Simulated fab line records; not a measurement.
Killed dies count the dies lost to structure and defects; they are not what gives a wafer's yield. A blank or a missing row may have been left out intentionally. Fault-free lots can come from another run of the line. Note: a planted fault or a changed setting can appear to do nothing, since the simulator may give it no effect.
Which of the tools did it? | flow n5_finfet | 24 lots, 72 wafers sampled, at 4 steps of a route of 1938

## WHAT EACH GAUGE READ, for each wafer
N5_BEOL_M15_RS_MEAS_54: uses a four-point probe to measure.
lot  | measured     | on            | M15_RS (ohm/sq)
L075 | day 10 11:20 | film_metro-01 | 0.0220 0.0218 0.0219
L076 | day 10 12:04 | film_metro-01 | 0.0210 0.0210 0.0214
L074 | day 10 19:44 | film_metro-02 | 0.0214 0.0220 0.0214
L077 | day 11 08:05 | film_metro-01 | 0.0209 0.0213 0.0214
L078 | day 11 16:52 | film_metro-02 | 0.0217 0.0209 0.0215
L079 | day 11 23:43 | film_metro-01 | 0.0214 0.0211 0.0215
L082 | day 14 20:35 | film_metro-02 | 0.0213 0.0214 0.0213
L085 | day 15 05:17 | film_metro-02 | 0.0206 0.0215 0.0217
L083 | day 15 12:28 | film_metro-02 | 0.0216 0.0206 0.0221
L080 | day 15 12:52 | film_metro-01 | 0.0215 0.0217 0.0216
L086 | day 15 15:13 | film_metro-02 | 0.0211 0.0209 0.0218
L084 | day 15 15:52 | film_metro-02 | 0.0217 0.0218 0.0213
L088 | day 15 21:00 | film_metro-01 | 0.0216 0.0216 0.0215
L087 | day 16 02:47 | film_metro-01 | 0.0215 0.0215 0.0222
L089 | day 16 13:48 | film_metro-02 | 0.0205 0.0206 0.0205
L090 | day 16 17:40 | film_metro-02 | 0.0216 0.0214 0.0214
L091 | day 16 17:54 | film_metro-02 | 0.0216 0.0207 0.0207
L092 | day 16 20:39 | film_metro-02 | 0.0207 0.0213 0.0205
L093 | day 16 20:58 | film_metro-02 | 0.0212 0.0213 0.0217
L095 | day 17 04:14 | film_metro-01 | 0.0211 0.0217 0.0211
L094 | day 17 04:36 | film_metro-01 | 0.0216 0.0208 0.0222
L096 | day 17 20:29 | film_metro-01 | 0.0222 0.0217 0.0217
L081 | day 17 22:56 | film_metro-02 | 0.0218 0.0215 0.0218
L097 | day 18 10:25 | film_metro-02 | 0.0216 0.0211 0.0219

N5_BEOL_M15_INSPECT_55: inspects for defects (darkfield).
lot  | measured     | on                | raw_defect_count
L075 | day 10 11:22 | defect_inspect-01 | 75 58 56
L076 | day 10 12:05 | defect_inspect-02 | 78 34 36
L074 | day 10 19:45 | defect_inspect-02 | 96 69 113
L077 | day 11 08:07 | defect_inspect-02 | 114 92 71
L078 | day 11 16:53 | defect_inspect-01 | 68 51 98
L079 | day 11 23:44 | defect_inspect-01 | 72 89 126
L082 | day 14 20:37 | defect_inspect-02 | 104 66 118
L085 | day 15 05:19 | defect_inspect-02 | 57 24 54
L083 | day 15 12:29 | defect_inspect-02 | 43 69 24
L080 | day 15 12:53 | defect_inspect-01 | 60 37 33
L086 | day 15 15:14 | defect_inspect-01 | 64 48 57
L084 | day 15 15:53 | defect_inspect-01 | 52 73 91
L088 | day 15 21:02 | defect_inspect-02 | 88 39 51
L087 | day 16 02:49 | defect_inspect-01 | 98 89 128
L089 | day 16 13:49 | defect_inspect-02 | 99 55 119
L090 | day 16 17:42 | defect_inspect-02 | 79 59 86
L091 | day 16 17:56 | defect_inspect-02 | 88 70 114
L092 | day 16 20:41 | defect_inspect-01 | 78 98 64
L093 | day 16 21:00 | defect_inspect-01 | 42 52 36
L095 | day 17 04:16 | defect_inspect-01 | 51 101 56
L094 | day 17 04:37 | defect_inspect-01 | 63 53 48
L096 | day 17 20:31 | defect_inspect-01 | 128 87 63
L081 | day 17 22:57 | defect_inspect-01 | 68 48 67
L097 | day 18 10:27 | defect_inspect-01 | 61 79 106

## WHAT TOOL EACH LOT RAN ON (gives the tool, then ch and the chambers of the sampled wafers, and finally the start)
lot  | N5_BEOL_M15_DEGAS_41         | N5_BEOL_M15_SPUTTER_45
L075 | pvd_sputter-01, day 10 09:59 | pvd_sputter-01, day 10 10:13
L076 | pvd_sputter-01, day 10 10:18 | pvd_sputter-01, day 10 10:32
L074 | pvd_sputter-01, day 10 18:25 | pvd_sputter-01, day 10 18:39
L077 | pvd_sputter-03, day 11 06:44 | pvd_sputter-03, day 11 07:00
L078 | pvd_sputter-02, day 11 15:22 | pvd_sputter-02, day 11 15:36
L079 | pvd_sputter-02, day 11 22:23 | pvd_sputter-02, day 11 22:38
L082 | pvd_sputter-02, day 14 18:49 | pvd_sputter-02, day 14 19:04
L085 | pvd_sputter-02, day 15 03:58 | pvd_sputter-02, day 15 04:12
L083 | pvd_sputter-02, day 15 11:07 | pvd_sputter-02, day 15 11:22
L080 | pvd_sputter-01, day 15 11:28 | pvd_sputter-01, day 15 11:44
L086 | pvd_sputter-03, day 15 13:25 | pvd_sputter-03, day 15 13:40
L084 | pvd_sputter-02, day 15 14:14 | pvd_sputter-02, day 15 14:29
L088 | pvd_sputter-03, day 15 19:34 | pvd_sputter-03, day 15 19:48
L087 | pvd_sputter-03, day 16 01:27 | pvd_sputter-03, day 16 01:41
L089 | pvd_sputter-03, day 16 12:20 | pvd_sputter-03, day 16 12:34
L090 | pvd_sputter-02, day 16 16:21 | pvd_sputter-02, day 16 16:35
L091 | pvd_sputter-01, day 16 16:29 | pvd_sputter-01, day 16 16:45
L092 | pvd_sputter-03, day 16 19:20 | pvd_sputter-03, day 16 19:34
L093 | pvd_sputter-03, day 16 19:39 | pvd_sputter-03, day 16 19:53
L095 | pvd_sputter-01, day 17 02:55 | pvd_sputter-01, day 17 03:09
L094 | pvd_sputter-01, day 17 03:14 | pvd_sputter-01, day 17 03:28
L096 | pvd_sputter-01, day 17 19:08 | pvd_sputter-01, day 17 19:23
L081 | pvd_sputter-03, day 17 21:35 | pvd_sputter-03, day 17 21:50
L097 | pvd_sputter-03, day 18 08:59 | pvd_sputter-03, day 18 09:14
- N5_BEOL_M15_DEGAS_41: time 60 s.
- N5_BEOL_M15_SPUTTER_45: material Cu, target thk 100 nm, time 16.67 s.

## WHAT THE TOOLS THEMSELVES READ (means of the sampled wafers that have a number; where no wafer has one, the mark that the record gives instead)
N5_BEOL_M15_DEGAS_41.
lot  | tool           | heater_power_w (W)
L075 | pvd_sputter-01 | 458
L076 | pvd_sputter-01 | 484
L074 | pvd_sputter-01 | 464
L077 | pvd_sputter-03 | 460
L078 | pvd_sputter-02 | 504
L079 | pvd_sputter-02 | 485
L082 | pvd_sputter-02 | 585
L085 | pvd_sputter-02 | 437
L083 | pvd_sputter-02 | 447
L080 | pvd_sputter-01 | 468
L086 | pvd_sputter-03 | 473
L084 | pvd_sputter-02 | 448
L088 | pvd_sputter-03 | 546
L087 | pvd_sputter-03 | 529
L089 | pvd_sputter-03 | 429
L090 | pvd_sputter-02 | 534
L091 | pvd_sputter-01 | 481
L092 | pvd_sputter-03 | 468
L093 | pvd_sputter-03 | 472
L095 | pvd_sputter-01 | 486
L094 | pvd_sputter-01 | 504
L096 | pvd_sputter-01 | 471
L081 | pvd_sputter-03 | 462
L097 | pvd_sputter-03 | 525

N5_BEOL_M15_SPUTTER_45.
lot  | tool           | cathode_dc_power_W (W) | throttle_valve_pct (%)
L075 | pvd_sputter-01 | 25997                  | 30.8
L076 | pvd_sputter-01 | 26000                  | 30.8
L074 | pvd_sputter-01 | 26000                  | 30.6
L077 | pvd_sputter-03 | 25999                  | 29.6
L078 | pvd_sputter-02 | 25998                  | 30.3
L079 | pvd_sputter-02 | 26004                  | 30.2
L082 | pvd_sputter-02 | 26004                  | 29.8
L085 | pvd_sputter-02 | 26000                  | 30.3
L083 | pvd_sputter-02 | 25998                  | 30.5
L080 | pvd_sputter-01 | 26000                  | 30.5
L086 | pvd_sputter-03 | 26001                  | 29.9
L084 | pvd_sputter-02 | 26003                  | 30.4
L088 | pvd_sputter-03 | 26003                  | 29.7
L087 | pvd_sputter-03 | 26002                  | 29.6
L089 | pvd_sputter-03 | 26005                  | 29.6
L090 | pvd_sputter-02 | 26003                  | 29.9
L091 | pvd_sputter-01 | 26005                  | 30.7
L092 | pvd_sputter-03 | 26001                  | 29.7
L093 | pvd_sputter-03 | 26006                  | 29.8
L095 | pvd_sputter-01 | 25998                  | 29.9
L094 | pvd_sputter-01 | 26001                  | 29.5
L096 | pvd_sputter-01 | 25998                  | 31.3
L081 | pvd_sputter-03 | 25996                  | 29.8
L097 | pvd_sputter-03 | 26000                  | 29.8

## THE ANSWER, worked out from the rows above alone
Rule: the usual values come from the lots themselves. Put in order of their means at a reading, lots are off if they are a third of the lots or fewer, leave a main group of 4 or more, and stand apart from it by a gap of 3 or more times the standard deviation of the main group's means; of several such gaps the widest counts. If all means in a main group match to the digits the tables above print for the reading, that group is not used. A lot without any number at a reading at which 4 lots or more have one is off too. Where the step has rows for the other lots, those lots are counted as sound. The gauges are gone through in route order, then the tools' own readings, and for those a lot's mean is taken as printed above. At the first step where some lot is off, the reading lying furthest off is the one used; lots without a number count as furthest.
None of the lots is off at any reading shown; this tells nothing.

## WHAT THE SIMULATOR HAD PUT IN
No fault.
